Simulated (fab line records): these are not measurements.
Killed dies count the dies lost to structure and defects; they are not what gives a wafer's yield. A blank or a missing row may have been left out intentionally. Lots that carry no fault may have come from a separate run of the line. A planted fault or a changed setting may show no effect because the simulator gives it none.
A single fault, viewed from 2 desks || flow n5_finfet || numbers are kept per desk, each desk with only its own; the story behind them comes last

== FOR THE TOOL OWNER'S DESK: pecvd-04 ==
The tool's own readings at N5_BEOL_M0_SAQP_PECVD_03 (deposits SiCN from 3MS/NH3, target thk 12 nm, time 21.1 s): means of the sampled wafers that have a number, for each lot that ran on this tool. A lot is out of limits, marked OUT, if its mean lies more than 4 standard deviations from the usual mean; the brackets give that distance.
Columns: A = run_length_s at N5_BEOL_M0_SAQP_PECVD_03, usual 51.5 s; B = showerhead_plenum_p_Torr at N5_BEOL_M0_SAQP_PECVD_03, usual 3.662 Torr; C = showerhead_vpp_V at N5_BEOL_M0_SAQP_PECVD_03, usual 907 V; D = throttle_valve_pct at N5_BEOL_M0_SAQP_PECVD_03, usual 8.9 %
{"lot": "L607", "first seen here": "day 6 09:10", "A": 52.3, "B": 3.670, "C": 895, "D": 9.3}
{"lot": "L626", "first seen here": "day 11 09:07", "A": 51.1, "B": 3.665, "C": 944, "D": 8.7}
Finding of this desk: none of the 2 lots has anything out of limits.

== AT THE METROLOGY DESK ==
Means of the sampled wafers that have a number, per lot and without regard to the tool the lot ran on: this is what the gauges read. A lot is out of limits, marked OUT, if its mean lies more than 4 standard deviations from the usual mean; the brackets give that distance. 7 of its 10 readings are shown, namely those furthest out on some lot.
Columns: A = DIBL_P at N5_BEOL_M4_RC_MEAS_101, usual 36.4 mV/V; B = IOFF_N at N5_BEOL_M4_RC_MEAS_101, usual 0.17 nA/um; C = IOFF_P at N5_BEOL_M4_RC_MEAS_101, usual 0.21 nA/um; D = ION_N at N5_BEOL_M4_RC_MEAS_101, usual 678 uA/um; E = SS_N at N5_BEOL_M4_RC_MEAS_101, usual 71.7 mV/dec; F = SS_P at N5_BEOL_M4_RC_MEAS_101, usual 73.4 mV/dec; G = VT_P at N5_BEOL_M4_RC_MEAS_101, usual -251 mV
{"lot": "L607", "first seen here": "day 9 00:53", "A": 35.3, "B": 0.16, "C": 0.20, "D": 683, "E": 71.1, "F": 73.3, "G": -247}
{"lot": "L623", "first seen here": "day 14 07:03", "A": 38.3, "B": 0.20, "C": 0.27, "D": 693, "E": 72.4, "F": 74.1, "G": -247}
{"lot": "L626", "first seen here": "day 15 11:52", "A": 33.3, "B": 0.15, "C": 0.19, "D": 676, "E": 71.3, "F": 73.6, "G": -252}
Finding of this desk: none of the 3 lots has anything out of limits.

== PUT TOGETHER ==
Nothing out of limits was seen by the tool owner's desk.
The metrology desk saw nothing out of limits.

== WHAT THE SIMULATOR PUT IN ==
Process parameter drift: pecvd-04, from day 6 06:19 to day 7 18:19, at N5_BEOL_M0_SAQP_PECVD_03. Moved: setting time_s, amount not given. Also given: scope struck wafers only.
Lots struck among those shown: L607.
